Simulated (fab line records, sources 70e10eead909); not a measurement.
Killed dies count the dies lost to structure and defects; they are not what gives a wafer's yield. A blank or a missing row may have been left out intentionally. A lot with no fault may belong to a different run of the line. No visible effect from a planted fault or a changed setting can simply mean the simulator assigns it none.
Which of the tools did it? -- flow nandHarc -- 36 wafers from 12 lots sampled at 4 of the route's 1302 steps

WHAT EACH GAUGE READ, for each wafer
NHARC_A_ONON_D2_THK_MEAS_34: measures by ellipsometry.
lot,measured,on,thkNm (nm)
L912,day 13 11:38,filmMetro-01,195 198 197
L916,day 14 20:35,filmMetro-02,199 199 200
L917,day 15 10:02,filmMetro-01,198 199 200
L918,day 15 17:50,filmMetro-01,194 197 201
L921,day 16 18:31,filmMetro-01,197 200 206
L922,day 16 18:25,filmMetro-01,199 199 201
L924,day 18 06:40,filmMetro-01,188 188 191
L927,day 18 18:32,filmMetro-01,198 203 203
L930,day 20 01:48,filmMetro-02,189 193 195
L931,day 21 03:55,filmMetro-01,200 202 206
L932,day 21 15:49,filmMetro-02,196 196 199
L935,day 22 01:55,filmMetro-02,197 198 204

TOOL THAT RAN EACH LOT (tool first, then ch and the chambers of the sampled wafers, then the start)
lot,NHARC_A_CHANNEL_FILL_D1_ETCHBACK_20,NHARC_A_CHANNEL_FILL_D1_CMP_10,NHARC_A_ONON_D2_DEP_33
L912,"rieDiel-08 ch 0,3, day 10 03:54","cmp-01 ch 0,1,2, day 11 04:29","pecvd-02 ch 0,1, day 13 11:05"
L916,"rieDiel-04 ch 1,3, day 11 17:19","cmp-01 ch 0,3, day 12 16:38","pecvd-02 ch 0,2, day 14 20:10"
L917,"rieDiel-13 ch 0,1,2, day 12 01:42","cmp-01 ch 1,3, day 13 00:47","pecvd-04 ch 1,2, day 15 09:37"
L918,"rieDiel-04 ch 1,2,3, day 12 12:56","cmp-01 ch 0,1,2, day 13 12:13","pecvd-02 ch 0,1,2, day 15 17:25"
L921,"rieDiel-04 ch 1,3, day 13 14:26","cmp-03 ch 0,1,3, day 14 13:55","pecvd-04 ch 1,2, day 16 18:05"
L922,"rieDiel-13 ch 2,3, day 13 18:18","cmp-01 ch 0,1,2, day 14 17:35","pecvd-02 ch 0,2, day 16 18:02"
L924,"rieDiel-13 ch 1,2, day 15 01:38","cmp-01 ch 1,2,3, day 16 04:21","pecvd-02 ch 0,1,2, day 18 06:17"
L927,"rieDiel-08 ch 1,2,3, day 15 19:31","cmp-01 ch 0,2,3, day 16 18:29","pecvd-04 ch 0,2, day 18 17:59"
L930,"rieDiel-13 ch 1,2, day 17 01:34","cmp-03 ch 0,2, day 18 02:40","pecvd-02 ch 0,1, day 20 01:29"
L931,"rieDiel-13 ch 0,3, day 18 02:31","cmp-01 ch 1,2,3, day 19 01:41","pecvd-04 ch 0,2, day 21 03:36"
L932,"rieDiel-13 ch 0,3, day 18 19:18","cmp-04 ch 0,3, day 19 18:35","pecvd-03 ch 1,2, day 21 15:25"
L935,"rieDiel-08 ch 2,3, day 19 00:47","cmp-01 ch 0,2, day 20 01:41","pecvd-04 ch 1,2, day 22 01:33"
- NHARC_A_CHANNEL_FILL_D1_ETCHBACK_20: etches the open film in C4F8/O2/Ar, target depth 27 nm, time 13.5 s.
- NHARC_A_CHANNEL_FILL_D1_CMP_10: polishes, target thk 150 nm.
- NHARC_A_ONON_D2_DEP_33: deposits SiO2, target thk 200 nm.

AS READ BY THE TOOLS THEMSELVES (means over the sampled wafers that have a number; for cases with no such wafer, the mark the record gives instead)
NHARC_A_CHANNEL_FILL_D1_ETCHBACK_20.
lot,tool,oesProductAu (a.u.),rfVppV (V)
L912,rieDiel-08,1.00,981
L916,rieDiel-04,1.00,975
L917,rieDiel-13,0.92,981
L918,rieDiel-04,1.01,977
L921,rieDiel-04,0.93,971
L922,rieDiel-13,0.97,982
L924,rieDiel-13,0.94,980
L927,rieDiel-08,0.92,982
L930,rieDiel-13,1.00,979
L931,rieDiel-13,1.00,978
L932,rieDiel-13,0.94,974
L935,rieDiel-08,0.99,982

NHARC_A_CHANNEL_FILL_D1_CMP_10.
lot,tool,motorCurrentA (A),retainingRingPressureFrac,timeToEndpointS (s)
L912,cmp-01,11.3,0.994,12.8
L916,cmp-01,12.4,0.996,16.5
L917,cmp-01,12.0,1.000,14.6
L918,cmp-01,11.2,1.002,15.9
L921,cmp-03,12.8,0.998,17.6
L922,cmp-01,11.5,1.005,18.9
L924,cmp-01,11.7,1.001,17.6
L927,cmp-01,11.7,0.995,17.8
L930,cmp-03,12.1,0.996,17.0
L931,cmp-01,11.5,1.001,17.9
L932,cmp-04,12.2,0.998,15.8
L935,cmp-01,11.4,1.003,18.2

NHARC_A_ONON_D2_DEP_33.
lot,tool,heaterPowerW (W),mfcPrecursorSccm (sccm),throttleValvePct (%)
L912,pecvd-02,577,161.6,15.7
L916,pecvd-02,641,161.6,16.0
L917,pecvd-04,539,161.8,15.7
L918,pecvd-02,625,161.5,15.9
L921,pecvd-04,673,161.5,16.0
L922,pecvd-02,706,161.5,16.2
L924,pecvd-02,650,156.5,16.0
L927,pecvd-04,754,161.7,16.4
L930,pecvd-02,701,155.5,15.6
L931,pecvd-04,624,161.6,16.2
L932,pecvd-03,517,161.5,16.3
L935,pecvd-04,572,161.6,16.1

THE ANSWER, worked out from the rows above alone
Rule: what is usual is taken from the lots themselves. Put in order of their means at a reading, lots are off if they are a third of the lots or fewer, leave a main group of 4 or more, and stand apart from it by a gap of 3 or more times the standard deviation of the main group's means; of several such gaps the widest counts. If all means in a main group match to the digits the tables above print for the reading, that group is not used. A lot without any number at a reading at which 4 lots or more have one is off too. Any other lot the step has rows for is counted as sound. Order of review: gauges by route order, followed by the tools' own readings, for which a lot's mean as printed above is used. The first step at which some lot is off is used, and at that step the reading that is off furthest; a lot without a number counts as furthest.
Off: L924, L930, at NHARC_A_ONON_D2_DEP_33 (mfcPrecursorSccm). Main group: mean 161.6 sccm, sd 0.094.
A tool fits if, at that step or a process step before it, it ran every lot that is off, and no sound lot after the first of them. One fits: NHARC_A_ONON_D2_DEP_33 on pecvd-02. A fault onset in the window from L922 (day 16 18:02, its last sound lot) to L924 (day 18 06:17, its first lot off) fits.
On the lots that are off, the tool's own readings at NHARC_A_ONON_D2_DEP_33 differ by more than 5 times the standard deviation of the sound lots' means, which bears it out; mfcPrecursorSccm reads 156.0 sccm there versus 161.6 sccm on the sound lots.

WHAT WAS PUT IN BY THE SIMULATOR
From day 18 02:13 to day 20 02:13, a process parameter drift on pecvd-02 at NHARC_A_ONON_D2_DEP_33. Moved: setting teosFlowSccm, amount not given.
Shown lots that were struck: L924, L930. Same finding as the rule above.
